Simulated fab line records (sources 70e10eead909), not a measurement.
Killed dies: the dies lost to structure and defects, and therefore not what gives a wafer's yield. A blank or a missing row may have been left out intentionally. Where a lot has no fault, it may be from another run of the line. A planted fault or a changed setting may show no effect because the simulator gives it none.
Comparing a struck lot with a sound one	flow nand-harc	14 out of 1159 route steps
Sound: these wafers, L478.2, L478.3, L478.5. The struck wafers were L485.1, L485.3, L485.5. The cause comes at the end.
Per side, at each step with rows, come the tool, then ch with its chambers, and then its first start. Under that, the readings that differ: sound wafers	struck wafers	difference of the means	sigmas: that difference in standard deviations of wafers without a fault.
alike: readings with means less than 2 such deviations apart, plus words and numbers identical on both sides. not compared: withheld readings, readings lacking a value on some wafer, bounds such as >300 that could conceal the same value, and numbers that have no deviation in the record and whose values overlap.
Wherever a step has rows on one side only, a row that says differs or no value, or a row with sigmas, the two part there. Numbers that have no deviation but don't overlap get no sigmas and don't part them. A reading missing from all wafers of one side parts the sides only when that side holds two or more wafers.

NHARC_A_SOURCE_PLATE_THK_MEAS_09: measures by ellipsometry.
  sound: film-metro-01 at day 7 23:29; struck: film-metro-01 at day 9 15:26
  alike: thk-nm
then, 3 steps without rows for these wafers: NHARC_A_SOURCE_PLATE_PVD_04 (deposits WSi2, target thk 50 nm); NHARC_A_SOURCE_PLATE_CVD_03 (deposits poly-Si, target thk 200 nm, time 4000 s); NHARC_A_SOURCE_PLATE_ANNEAL_05 (time 1800 s).
NHARC_A_SOURCE_PLATE_THK_MEAS_06: measures by ellipsometry.
  sound: film-metro-01 at day 8 12:55; struck: film-metro-01 at day 10 04:28
  alike: thk-nm
NHARC_A_SOURCE_PLATE_INSPECT_08:
  sound: defect-inspect-02 at day 8 13:01; struck: defect-inspect-02 at day 10 04:32
  alike: raw-defect-count
then, no rows for these wafers at 1 step: NHARC_A_ONON_D1_DEP_00 (target thk 1000 nm).
NHARC_A_ONON_D1_THK_MEAS_02: measures by ellipsometry.
  sound: film-metro-01 at day 8 13:35; struck: film-metro-02 at day 10 05:07
  alike: thk-nm
then, no rows for these wafers at 1 step: NHARC_A_ONON_D1_DEP_03 (target thk 1000 nm).
NHARC_A_ONON_D1_THK_MEAS_05: measures by ellipsometry.
  sound: film-metro-02 at day 8 14:09; struck: film-metro-01 at day 10 05:41
  alike: thk-nm
NHARC_A_ONON_D1_DEP_06: target thk 1000 nm.
  sound on pecvd-onon-03 ch 0, day 8 14:16; struck on pecvd-onon-03 ch 0, day 10 05:44
reading	sound	struck	difference	sigmas
susceptor-temp-C (C)	399.94 400.31 400.29	399.71 399.90 399.66	-0.42	-2
NHARC_A_ONON_D1_THK_MEAS_08: measures by ellipsometry.
  sound: film-metro-01 at day 8 14:43; struck: film-metro-02 at day 10 06:16
reading	sound	struck	difference	sigmas
thk-nm (nm)	1004 1006 1006	295 293 293	-712	-65
then, no rows for these wafers at 1 step: NHARC_A_ONON_D1_DEP_09 (target thk 1000 nm).
-- break in the record here, with 12 days between the starts of the struck wafers on either side (left off in module A_ONON_D1, picked up again in module END, where the first step shown is number 1159 on the route) --
NHARC_END_SORT_01:
  at this point the record logs the struck wafers (prober-02 ch 0, day 22 03:31) and has no rows for the sound ones

## WHERE THEY PART
Last at NHARC_END_SORT_01 as far as this record goes, first at NHARC_A_ONON_D1_DEP_06.

WHY: what the simulator had put in
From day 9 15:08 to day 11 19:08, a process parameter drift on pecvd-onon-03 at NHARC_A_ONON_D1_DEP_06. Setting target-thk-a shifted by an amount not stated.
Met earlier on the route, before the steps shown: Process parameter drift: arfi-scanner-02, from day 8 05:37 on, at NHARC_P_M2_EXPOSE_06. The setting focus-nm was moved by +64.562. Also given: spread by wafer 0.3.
